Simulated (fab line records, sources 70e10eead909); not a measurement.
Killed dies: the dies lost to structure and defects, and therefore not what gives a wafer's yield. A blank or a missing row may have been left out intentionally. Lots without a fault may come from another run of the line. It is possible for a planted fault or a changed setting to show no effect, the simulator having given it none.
fab line records	flow nandHarc
record lots=6	wafers=18	lastDay=25
route steps=1159 shown A_STAIRCASE@736 A_SGD_CUT@747 END@1159
lots that met no fault: taken from a fault-free run of the same line
startH: hours from the record's opening day to when the first of the lot's shown wafers began	waitH: hours since the lot's step before	" repeats the value in the row above	L1.1+2: several wafers, shown together as one row	- no value, or no start given	* or withheld: withheld	< > ~ a bound
route shown NAME@n: NAME is a module with steps in the file, n the number in the route of the first one	usual: average and standard deviation across the fault-free wafers	same: alike in all rows	chamber/n: place in a boat	sites: readings site by site	_std_site: standard deviation across them	_edge_site: outer sites' mean less inner sites'	radiusMm: how far each site lies from the wafer's centre	mask NAME#n: copy n	behind: tool/chamber where the wafer was last shaped	hold: reason for holding the lot/hours on hold/outcome of the hold	device: transistor that didn't switch, given as n, p or np	end of line: the route-end tests of the same wafers	where a step has no rows: the recipe by itself	killed: at the first sort, the dies lost to defects and structure; wafer yield is something else	map: a wafer's dies, marking killed ones x, the rest . and places with no die _
set.NAME: the setting as run; set.NAME@STEP: as run at that earlier step	model.NAME: the simulator's own value behind a step, which no gauge read
lots seen at some steps along the route; tables by step, rows by wafer
services: when a tool's chamber went out of use (startH, in hours from the record's first day, below 0 if earlier), for how many hours, and the reason
## steps
# step NHARC_A_STAIRCASE_SRD_154
# step NHARC_A_STAIRCASE_ETCH_403
# recipe targetDepthA=1082	chemistry=dHF	material=SiO2
# step NHARC_A_STAIRCASE_ETCHBACK_422
# recipe targetDepthA=400	overEtchFrac=0.3	timeS=74.286	ionEnergyEv=120	ch3fFlowSccm=50	o2FlowSccm=30	arFlowSccm=200	rfW=500	biasW=100	chemistry=CH3F/O2
# usual drypumpMotorCurrentA=5.7/0.43	oesProductAu=0.96/0.036	rfVppV=243.4/1.5	showerheadPlenumPTorr=2.39/0.087	throttleValvePct=20.662/0.0088
lot.wafer	tool	chamber	startH	waitH	drypumpMotorCurrentA	oesProductAu	rfHoursCounterH	rfVppV	showerheadPlenumPTorr	throttleValvePct
L341.1	rieDiel-07	1	321.49	0.3	5.6	0.92	27	242.5	2.43	20.658
L341.6	"	1	"	"	5.6	0.93	-	243.8	2.43	20.661
L341.5	"	2	"	"	5.9	0.93	-	243.8	2.47	20.650
L344.2	rieDiel-07	2	334.72	0.1	5.9	0.93	36	244.8	2.47	20.643
L344.3	"	3	"	"	5.3	0.91	35	244.3	2.43	20.659
L344.4	"	0	"	"	5.8	0.93	29	247.1	2.62	20.651
L352.3	rieDiel-01	1	375.10	0.2	5.1	0.92	17	242.0	2.32	20.665
L352.2	"	2	"	"	6.0	0.92	17	246.2	2.51	20.661
L352.5	"	3	"	"	5.4	0.92	-	243.1	2.41	20.681
L358.2	rieDiel-08	2	421.23	0.2	6.0	0.98	47	242.2	2.34	20.662
L358.5	"	0	"	"	5.8	0.93	-	241.6	2.30	20.650
L358.6	"	1	"	"	5.5	0.97	-	244.3	2.41	20.665
L364.3	rieDiel-01	3	443.63	0.1	5.4	0.98	46	242.1	2.40	20.675
L364.5	"	3	"	"	5.3	0.98	-	243.9	2.40	20.661
L364.6	"	0	"	"	6.7	1.00	-	240.6	2.28	20.653
L363.1	rieDiel-08	1	445.06	0.1	5.5	0.91	49	243.1	2.41	20.656
L363.2	"	2	"	"	5.9	0.93	56	244.0	2.33	20.665
L363.5	"	0	"	"	5.8	0.93	-	242.7	2.29	20.662
# step NHARC_A_STAIRCASE_ETCH_423
# recipe targetDepthA=300	chemistry=dHF	material=SiO2
# step NHARC_A_STAIRCASE_ETCHBACK_157
# recipe targetDepthA=900	overEtchFrac=0.3	timeS=167.14	ionEnergyEv=120	ch3fFlowSccm=50	o2FlowSccm=30	arFlowSccm=200	rfW=500	biasW=100	chemistry=CH3F/O2
# step NHARC_A_STAIRCASE_STRIP_475
# recipe timeS=20	o2FlowSccm=500	arFlowSccm=0	biasW=0	chemistry=O2
# step NHARC_A_STAIRCASE_DEP_471
# recipe targetThkA=1000	tempC=400	pressureTorr=6.5	rfW=900	teosFlowSccm=161.4	flowSccm=2650	targetThkNm=100	gas=O2	material=SiO2
# step NHARC_A_STAIRCASE_CMP_472
# recipe material=SiO2
# step NHARC_A_STAIRCASE_SRD_474
# step NHARC_A_STAIRCASE_INSPECT_155
# usual rawDefectCount=392/170
lot.wafer	tool	chamber	startH	waitH	rawDefectCount
L341.1	defectInspect-01	-	323.54	0.1	276
L341.5	"	-	"	"	468
L341.6	"	-	"	"	367
L344.2	defectInspect-01	-	337.93	0.1	278
L344.3	"	-	"	"	318
L344.4	"	-	"	"	428
L352.2	defectInspect-01	-	376.43	0.1	242
L352.3	"	-	"	"	178
L352.5	"	-	"	"	264
L358.2	defectInspect-02	-	422.90	0.1	326
L358.5	"	-	"	"	395
L358.6	"	-	"	"	545
L364.3	defectInspect-02	-	445.47	0.1	322
L364.5	"	-	"	"	490
L364.6	"	-	"	"	327
L363.1	defectInspect-02	-	446.33	0.1	543
L363.2	"	-	"	"	1410
L363.5	"	-	"	"	597
# step NHARC_A_SGD_CUT_DEP_00
# recipe targetThkA=500	tempC=400	targetThkNm=50	flowSccm=200	rfW=450	material=SiNx
# usual heaterPowerOuterW=396/59	heaterPowerW=690/82
lot.wafer	tool	chamber	startH	waitH	heaterPowerOuterW	heaterPowerW
L341.1	pecvd-04	1	323.67	0.1	286	536
L341.5	"	2	"	"	361	681
L341.6	"	1	"	"	289	530
L344.3	pecvd-01	2	338.21	0.3	338	587
L344.2	"	0	"	"	470	790
L344.4	"	0	"	"	477	764
L352.2	pecvd-01	0	376.50	0.1	471	779
L352.3	"	1	"	"	367	655
L352.5	"	1	"	"	387	661
L358.2	pecvd-04	2	423.25	0.3	302	606
L358.6	"	2	"	"	296	590
L358.5	"	0	"	"	343	647
L364.3	pecvd-01	2	445.54	0.1	478	767
L364.6	"	2	"	"	468	818
L364.5	"	0	"	"	434	720
L363.1	pecvd-01	2	446.40	0.1	462	754
L363.2	"	1	"	"	353	614
L363.5	"	1	"	"	366	615
# step NHARC_A_SGD_CUT_DEHYDRATE_01
# recipe tempC=150	timeS=120
# step NHARC_A_SGD_CUT_HMDS_02
# recipe timeS=30
# step NHARC_A_SGD_CUT_COAT_56
# recipe tempC=260	timeS=75
# step NHARC_A_SGD_CUT_COAT_57
# recipe tempC=225	timeS=65
# step NHARC_A_SGD_CUT_COAT_03
# recipe spinRpm=1500	resistThkNm=90
# step NHARC_A_SGD_CUT_SOFTBAKE_04
# recipe tempC=105	timeS=55
# step NHARC_A_SGD_CUT_EBR_05
# step NHARC_A_SGD_CUT_EXPOSE_06
# recipe na=1.35	doseMj=85.59	maskId=SGD
# step NHARC_A_SGD_CUT_PEB_07
# recipe pebTempC=100	pebTimeS=65
# step NHARC_A_SGD_CUT_DEVELOP_08
# recipe developTimeS=35	devTempC=23
# step NHARC_A_SGD_CUT_CD_MEAS_09
# recipe targetCdNm=100	landingEnergyEv=500
# usual cdNm=99.7/0.8
# same landingEnergyEv=500
lot.wafer	tool	chamber	startH	waitH	cdNm
L341.1	cdSem-02	0	324.35	-	98.4
L341.5	"	0	"	"	98.7
L341.6	"	0	"	"	99.2
L344.2	cdSem-03	0	338.90	-	99.9
L344.3	"	0	"	"	100.8
L344.4	"	0	"	"	100.5
L352.2	cdSem-03	0	377.22	-	100.0
L352.3	"	0	"	"	100.1
L352.5	"	0	"	"	100.5
L358.2	cdSem-01	0	423.94	-	99.8
L358.5	"	0	"	"	100.6
L358.6	"	0	"	"	99.6
L364.3	cdSem-01	0	446.14	-	100.4
L364.5	"	0	"	"	100.3
L364.6	"	0	"	"	99.6
L363.1	cdSem-01	0	447.14	-	99.6
L363.2	"	0	"	"	99.9
L363.5	"	0	"	"	99.7
# step NHARC_A_SGD_CUT_OVL_MEAS_10
# usual overlayXNm=-0.2/0.84	overlayYNm=0.1/0.84
lot.wafer	tool	chamber	startH	waitH	overlayXNm	overlayYNm
L341.1	overlay-01	-	324.43	-	-1.0	1.0
L341.5	"	-	"	"	-0.5	0.3
L341.6	"	-	"	"	-0.8	0.5
L344.2	overlay-01	-	338.99	-	1.3	0.4
L344.3	"	-	"	"	1.0	0.1
L344.4	"	-	"	"	0.4	-0.2
L352.2	overlay-02	-	377.30	-	0.0	0.7
L352.3	"	-	"	"	0.5	0.7
L352.5	"	-	"	"	0.4	0.4
L358.2	overlay-02	-	424.03	-	0.0	0.5
L358.5	"	-	"	"	0.3	0.2
L358.6	"	-	"	"	0.0	0.2
L364.3	overlay-02	-	446.22	-	-1.1	0.6
L364.5	"	-	"	"	-0.3	0.6
L364.6	"	-	"	"	-0.1	0.7
L363.1	overlay-02	-	447.22	-	-1.7	0.8
L363.2	"	-	"	"	-1.0	1.5
L363.5	"	-	"	"	-1.0	0.9
# step NHARC_A_SGD_CUT_INSPECT_11
# usual rawDefectCount=18/8.9
lot.wafer	tool	chamber	startH	waitH	rawDefectCount
L341.1	defectInspect-02	-	324.47	0.0	4
L341.5	"	-	"	"	7
L341.6	"	-	"	"	5
L344.2	defectInspect-01	-	339.03	0.0	9
L344.3	"	-	"	"	12
L344.4	"	-	"	"	13
L352.2	defectInspect-01	-	377.34	0.0	36
L352.3	"	-	"	"	32
L352.5	"	-	"	"	27
L358.2	defectInspect-01	-	424.06	0.0	11
L358.5	"	-	"	"	16
L358.6	"	-	"	"	14
L364.3	defectInspect-01	-	446.26	0.0	16
L364.5	"	-	"	"	19
L364.6	"	-	"	"	17
L363.1	defectInspect-02	-	447.26	0.0	18
L363.2	"	-	"	"	16
L363.5	"	-	"	"	17
# step NHARC_A_SGD_CUT_DESCUM_14
# recipe timeS=3	o2FlowSccm=200	arFlowSccm=0	biasPowerW=0	chemistry=O2
# step NHARC_A_SGD_CUT_ETCH_58
# recipe targetDepthA=390	overEtchFrac=0.3	timeS=65	ionEnergyEv=80	cf4FlowSccm=150	arFlowSccm=0	rfW=300	biasW=100	chemistry=CF4
# usual cf4FlowSccm=150.0/0.42	drypumpMotorCurrentA=5.8/0.44	oesProductAu=0.995/0.0099	rfVppV=151.5/1	showerheadPlenumPTorr=1.79/0.05	throttleValvePct=13.283/0.0089
lot.wafer	tool	chamber	startH	waitH	cf4FlowSccm	drypumpMotorCurrentA	oesProductAu	rfHoursCounterH	rfVppV	showerheadPlenumPTorr	throttleValvePct
L341.1	rieDiel-03	2	324.63	0.1	150.6	5.5	0.984	6	150.9	1.87	13.284
L341.5	"	3	"	"	150.2	5.4	0.984	-	151.6	1.78	13.276
L341.6	"	0	"	"	149.9	6.1	1.002	-	152.6	1.82	13.279
L344.2	rieDiel-02	0	339.17	0.1	149.3	5.6	0.984	0	151.9	1.83	13.297
L344.3	"	2	"	"	150.5	5.3	1.004	0	149.3	1.75	13.286
L344.4	"	3	"	"	150.2	5.5	0.995	0	149.3	1.65	13.280
L352.3	rieDiel-02	3	377.50	0.1	150.6	5.5	1.003	2	150.0	1.65	13.279
L352.2	"	0	"	"	149.9	5.6	0.993	3	150.7	1.83	13.291
L352.5	"	2	"	"	149.6	5.2	1.007	-	151.7	1.74	13.284
L358.2	rieDiel-09	3	424.24	0.1	149.7	5.8	0.988	21	152.4	1.84	13.272
L358.5	"	1	"	"	149.3	6.5	0.995	-	151.3	1.80	13.290
L358.6	"	3	"	"	149.7	5.9	0.985	-	151.3	1.84	13.287
L364.3	rieDiel-02	2	446.43	0.1	150.2	5.3	1.017	9	151.8	1.74	13.287
L364.6	"	3	"	"	150.5	5.5	1.005	-	148.5	1.65	13.274
L364.5	"	0	"	"	150.4	5.6	1.005	-	151.1	1.83	13.300
L363.1	rieDiel-09	1	447.43	0.1	150.4	6.6	0.992	1	152.8	1.80	13.271
L363.2	"	3	"	"	149.3	5.9	0.987	1	152.1	1.84	13.281
L363.5	"	3	"	"	149.4	5.8	0.981	-	152.5	1.84	13.280
# step NHARC_A_SGD_CUT_ETCH_59
# recipe targetDepthA=2600	overEtchFrac=0.25	timeS=406.25	ionEnergyEv=200	n2FlowSccm=150	h2FlowSccm=150	arFlowSccm=0	rfW=400	biasW=150	chemistry=N2/H2
# usual drypumpMotorCurrentA=5.8/0.42	oesProductAu=0.996/0.01	rfVppV=431.2/2	showerheadPlenumPTorr=2.07/0.066	throttleValvePct=14.170/0.0093
lot.wafer	tool	chamber	startH	waitH	drypumpMotorCurrentA	oesProductAu	rfHoursCounterH	rfVppV	showerheadPlenumPTorr	throttleValvePct
L341.1	rieDiel-03	0	-	-	6.1	1.003	7	431.5	2.10	14.155
L341.5	"	0	"	"	6.1	1.004	-	430.5	2.10	14.178
L341.6	"	1	"	"	5.8	1.000	-	430.1	2.05	14.159
L344.2	rieDiel-02	0	-	-	5.7	0.995	0	433.7	2.12	14.164
L344.4	"	1	"	"	5.0	0.975	0	430.4	2.02	14.174
L344.3	"	3	"	"	5.5	0.992	0	425.0	1.89	14.180
L352.3	rieDiel-02	0	-	-	5.6	0.992	3	433.9	2.12	14.160
L352.2	"	3	"	"	5.5	1.006	2	425.2	1.89	14.179
L352.5	"	1	"	"	5.0	0.970	-	429.9	2.02	14.181
L358.2	rieDiel-09	1	-	-	6.5	1.017	21	432.4	2.08	14.195
L358.6	"	0	"	"	6.0	1.004	-	430.8	2.05	14.164
L358.5	"	1	"	"	6.6	1.007	-	431.2	2.08	14.171
L364.3	rieDiel-02	1	-	-	5.0	0.979	10	430.8	2.02	14.162
L364.6	"	2	"	"	5.3	1.001	-	429.4	2.01	14.173
L364.5	"	3	"	"	5.5	0.990	-	426.8	1.89	14.169
L363.2	rieDiel-09	0	-	-	6.0	0.991	1	429.6	2.05	14.152
L363.1	"	1	"	"	6.5	0.981	1	431.7	2.08	14.192
L363.5	"	1	"	"	6.5	0.992	-	431.8	2.08	14.183
# step NHARC_A_SGD_CUT_ETCH_15
# recipe targetDepthA=750	timeS=64.3	ch3fFlowSccm=50	o2FlowSccm=30	arFlowSccm=200	rfW=500	biasW=100	chemistry=CH3F/O2
# step NHARC_A_SGD_CUT_ETCH_16
# recipe targetDepthA=3105	timeS=155.2	c4f8FlowSccm=withheld	o2FlowSccm=8	arFlowSccm=withheld	rfW=600	biasW=800	chemistry=C4F8/O2/Ar
# step NHARC_A_SGD_CUT_STRIP_60
# recipe c4f8FlowSccm=withheld	o2FlowSccm=8	arFlowSccm=withheld	biasW=0	chemistry=C4F8/O2/Ar
# step NHARC_A_SGD_CUT_STRIP_17
# recipe o2FlowSccm=500	arFlowSccm=0	biasW=0	chemistry=O2
# step NHARC_A_SGD_CUT_PRECLEAN_18
# recipe timeS=*	tempC=50	bathAgeMin=0	chemistry=SC1
# step NHARC_A_SGD_CUT_SRD_19
# step NHARC_A_SGD_CUT_DEP_20
# recipe targetThkA=1500	tempC=65	material=SiO2
# step NHARC_A_SGD_CUT_ANNEAL_27
# recipe tempC=450	timeS=1800
# step NHARC_A_SGD_CUT_CMP_21
# recipe targetThkNm=148.19
# usual motorCurrentA=12.3/0.94	timeToEndpointS=52/3.2
lot.wafer	tool	chamber	startH	waitH	motorCurrentA	timeToEndpointS
L341.1	cmp-03	0	329.46	0.4	12.1	49
L341.6	"	2	"	"	12.7	58
L341.5	"	3	"	"	11.1	54
L344.4	cmp-01	0	346.19	0.4	14.5	53
L344.3	"	1	"	"	11.9	56
L344.2	"	3	"	"	13.0	54
L352.2	cmp-03	3	383.66	0.4	11.8	52
L352.3	"	2	"	"	12.9	55
L352.5	"	0	"	"	11.2	47
L358.2	cmp-01	3	432.44	0.4	13.7	53
L358.6	"	0	"	"	13.5	54
L358.5	"	1	"	"	11.8	55
L364.3	cmp-04	0	454.33	0.4	14.1	51
L364.6	"	0	"	"	13.3	51
L364.5	"	1	"	"	11.0	49
L363.2	cmp-01	2	454.38	0.4	11.4	51
L363.1	"	3	"	"	13.3	54
L363.5	"	1	"	"	11.9	54
# step NHARC_A_SGD_CUT_SRD_23
# step NHARC_A_SGD_CUT_ETCH_26
# recipe targetDepthA=458	chemistry=dHF	material=SiO2
# step NHARC_A_SGD_CUT_ETCHBACK_24
# recipe targetDepthA=500	overEtchFrac=0.3	timeS=92.857	ionEnergyEv=120	ch3fFlowSccm=50	o2FlowSccm=30	arFlowSccm=200	rfW=500	biasW=100	chemistry=CH3F/O2
# usual drypumpMotorCurrentA=5.7/0.39	oesProductAu=0.97/0.034	rfVppV=244.9/1.3	showerheadPlenumPTorr=2.49/0.076	throttleValvePct=20.664/0.01
lot.wafer	tool	chamber	startH	waitH	drypumpMotorCurrentA	oesProductAu	rfHoursCounterH	rfVppV	showerheadPlenumPTorr	throttleValvePct
L341.1	rieDiel-09	2	329.93	0.2	6.2	0.99	8	244.2	2.51	20.656
L341.5	"	3	"	"	5.9	0.99	-	245.5	2.57	20.669
L341.6	"	2	"	"	6.2	1.01	-	245.2	2.51	20.661
L344.4	rieDiel-02	0	346.76	0.2	5.6	0.92	1	245.6	2.55	20.666
L344.2	"	2	"	"	5.3	0.94	1	244.8	2.43	20.653
L344.3	"	3	"	"	5.6	0.93	1	241.3	2.29	20.656
L352.3	rieDiel-02	1	384.21	0.2	4.9	0.92	5	244.6	2.44	20.671
L352.2	"	0	"	"	5.7	0.93	4	245.8	2.55	20.655
L352.5	"	2	"	"	5.2	0.94	-	244.9	2.42	20.653
L358.2	rieDiel-03	0	432.85	0.1	6.1	0.97	1	246.7	2.53	20.666
L358.6	"	0	"	"	6.1	0.97	-	245.8	2.53	20.675
L358.5	"	1	"	"	5.7	0.97	-	245.4	2.47	20.655
L363.1	rieDiel-03	2	454.82	0.2	5.5	1.00	3	245.2	2.60	20.641
L363.2	"	0	"	"	6.1	0.99	3	245.0	2.53	20.665
L363.5	"	3	"	"	5.5	1.00	-	244.3	2.48	20.644
L364.3	rieDiel-02	3	454.87	0.2	5.5	0.92	10	243.4	2.28	20.672
L364.5	"	0	"	"	5.7	0.92	-	244.0	2.54	20.663
L364.6	"	1	"	"	5.0	0.91	-	244.5	2.43	20.667
# step NHARC_END_SORT_01
# recipe tempC=25
# usual killedAtArray=29/10	killedAtOther=0.7/1.1	killedAtPeriphery=3.2/2.2	killedDies=33/11	killedOpen=3.5/1.8	killedShort=2.0/1.4
# same grossDies=677
lot.wafer	tool	chamber	startH	waitH	killedAtArray	killedAtOther	killedAtPeriphery	killedDies	killedOpen	killedShort
L344.3	prober-01	0	491.79	3.1	390	0	0	390	3	0
L352.2	prober-02	0	514.73	2.8	41	0	9	50	4	5
L352.3	prober-02	0	515.52	3.1	360	1	5	366	1	1
L352.5	prober-02	0	517.11	3.7	30	1	5	36	7	0
# killed by level:class
L344.3 A_SGD_CUT:areaDep=362 A_SLIT:chamberFilmFlake=11 A_CHANNEL_HOLE_D1:chamberFilmFlake=5 A_STAIRCASE:chamberFilmFlake=3 A_CONTACT:chamberFilmFlake=3 A_M1:chamberFilmFlake=3 A_ONON_D1:geometricParticle:open=1 A_CHANNEL_FILL_D1:geometricParticle:open=1
L352.2 A_CHANNEL_HOLE_D1:chamberFilmFlake=17 A_SLIT:chamberFilmFlake=8 A_STAIRCASE:chamberFilmFlake=5 A_CONTACT:chamberFilmFlake=5 P_M2:chamberFilmFlake=4 A_CONTACT:geometricParticle:short=2 P_GATE:chamberFilmFlake=2 P_GATE:geometricParticle:open=1
L352.3 A_SGD_CUT:areaDep=319 A_CHANNEL_HOLE_D1:chamberFilmFlake=18 A_SLIT:chamberFilmFlake=14 A_STAIRCASE:chamberFilmFlake=6 P_M2:chamberFilmFlake=3 P_GATE:chamberFilmFlake=2 A_ONON_D1:geometricParticle:short=1 A_SLIT:geometricParticle:open=1
L352.5 A_CHANNEL_HOLE_D1:chamberFilmFlake=15 A_STAIRCASE:chamberFilmFlake=4 A_ONON_D1:geometricParticle:open=3 P_M2:chamberFilmFlake=3 A_CONTACT:geometricParticle:open=2 A_SLIT:chamberFilmFlake=2 A_CONTACT:chamberFilmFlake=2 P_GATE:geometricParticle:open=1
# map L344.3 (x killed, . not)
____________x____________
_________..x.x.x_________
_______...x..x...._______
______x.......xx...______
_____x...x.x.x..xx.x_____
____.....xx.x.xxx.x..____
____......x..x.xx.xx.____
___x.x..xxxx.xx.xxxx.x___
___....xxxxxx.xxx.xx..___
__...xx.xxx..xxxxx.xxx.__
__...xxxxxxxxxx.xx.xxxx__
_...x...xxxxxxxxxxxxxxx._
_..xxxx.xxx.xxxxxxxxxxxx_
_.xxxxx.....x.xxxxxxxxxx_
_.....xx.x..xxxxx.xxxxxx_
_......xxx.x.xx.xxxxxxxx_
...x.xxxxxxx.xxxxxxxx.xxx
...x..xxxxxx.xxxx.x....x.
.....x.xxx.xxxxx.xxxx.xxx
....x..xx.xxxxxxx.xxxxxxx
.....xxxxxxxxxxxxxxxxxx.x
_x.xxx.xxxxxxxxxxxxxxxx._
_..x.xxxx.xxxxx.xxxxx..._
_....xx..xxx.xxxxx.x.x.x_
_....xxxxxxxxx.xxxxxxx.._
_....x...xxxxxxxxxxxx..._
__......xx..x..x.xx.x..__
__..x..x..xxx..xx.xx...__
___....xxx..xxxxxx...x___
___..x.x..xx..x...xx..___
____....x...xxxxxxx..____
____....xxx.x.xx.x..x____
_____x..xx.xxx.xx.x._____
______.x..xx..x.xx.______
_______.......xx.x_______
_________......x_________
____________.____________
# map L352.3 (x killed, . not)
____________x____________
_________xx...xx_________
_______x.......x.x_______
______.x.xx.....x..______
_____x.xxx...x......_____
____xxxxx.xxx..x...x.____
____x.xxxx.xx.x...x.x____
___xxx....x..xxx..x.xx___
___.x.x.x...x......xxx___
__x..x..x....x...xxx.xx__
__.x.xx.........x..xx.x__
_x.xx....xxx.......xxxxx_
_.xxxxx...x....x...xx..._
_xxxxxxx..x..x......xxx._
_x..xx...x...x.....xx.x._
_xxx.xx....x.x.x.....xx._
xxxx.xx.xx....xx.x..xxx..
xx.x..x..xx.x...x......xx
.xx.xx..xxx.xxx....xxx...
xxxx..xxx.xx..xx.....x...
xxxxxx....xxxxx........xx
_..x.x.....xx.....xx.x.x_
_x.xx.x.x..xxxxxxx..xxxx_
_xxxx.x.xx.x.xx...x..x.x_
_xxx.xxx.xxx.x.x.x.xx.x._
_xxxxxxx.xxxx..xxx.xx.xx_
__xxxxxxx..xxx.xxx..xxx__
__x.x.xxxxx..x.x.xxxxx.__
___xx.xx..x.xx.x.xxxxx___
___..x..x.xxxx..x.xxx.___
____xxx.x.xx.x.xx..xx____
____xx.xxxx.xxxx..x..____
_____xxx.xxxxx.xxxxx_____
______xxx.xxxxxxx..______
_______xxxxx.xx.xx_______
_________xxxxx.x_________
____________x____________
## services
tool	chamber	startH	hours	kind
cmp-03	-	297.92	1.0	repair
rieDiel-09	0	301.29	1.4	repair
cmp-01	-	302.02	1.2	repair
rieDiel-08	-	302.88	9.0	pm
rieDiel-01	-	314.93	9.0	pm
rieDiel-08	-	321.30	0.4	repair
rieDiel-02	-	327.76	9.0	pm
rieDiel-09	0	328.62	4.2	repair
rieDiel-08	1	348.57	18.6	repair
rieDiel-02	3	349.41	10.2	repair
cmp-03	-	352.00	4.0	pm
rieDiel-02	-	353.71	0.3	repair
rieDiel-03	3	359.58	6.3	repair
cmp-01	-	365.20	0.9	repair
cmp-01	-	375.50	4.0	pm
pecvd-04	-	376.15	13.0	pm
rieDiel-01	1	385.95	10.3	repair
cmp-01	-	390.25	0.4	repair
rieDiel-03	-	392.30	9.0	pm
rieDiel-09	2	398.02	100.3	repair
cmp-01	-	415.29	2.8	repair
pecvd-01	-	418.40	13.0	pm
cmp-01	-	425.33	1.7	repair
rieDiel-09	-	431.10	9.0	pm
## key
firstSign step=NHARC_END_SORT_01	reading=killedAtArray	direction=up	sigmas=34	usual=29	struck=375
effect step=NHARC_END_SORT_01	reading=killedDies	direction=up	sigmas=33	usual=33	struck=378
moreKillsBornAt NHARC_A_SGD_CUT_DEP_00@pecvd-01=681
metAt NHARC_A_SGD_CUT_DEP_00
struckWafers L344.3,L352.3
laterRowsLeftOut L344.3
testerLeftOut L344,L352
fault kind=processParameterDrift	tool=pecvd-01	chamber=-	onsetH=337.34	steps=NHARC_A_SGD_CUT_DEP_00	channel=targetThkA	offset=*	shape=step	endH=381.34	scope=struckWafersOnly	actsIn=*	stated=*
# testerLeftOut: of these lots the tester's yield and bins aren't shown, on N5 and GAA mostly nor the transistor test; their killed dies are dies lost to structure and defects alone, not to doping, threshold or leakage, so they don't give the yield
# laterRowsLeftOut: the simulator's readings of these wafers behind a module that went badly wrong aren't trusted and aren't shown, but for the sort
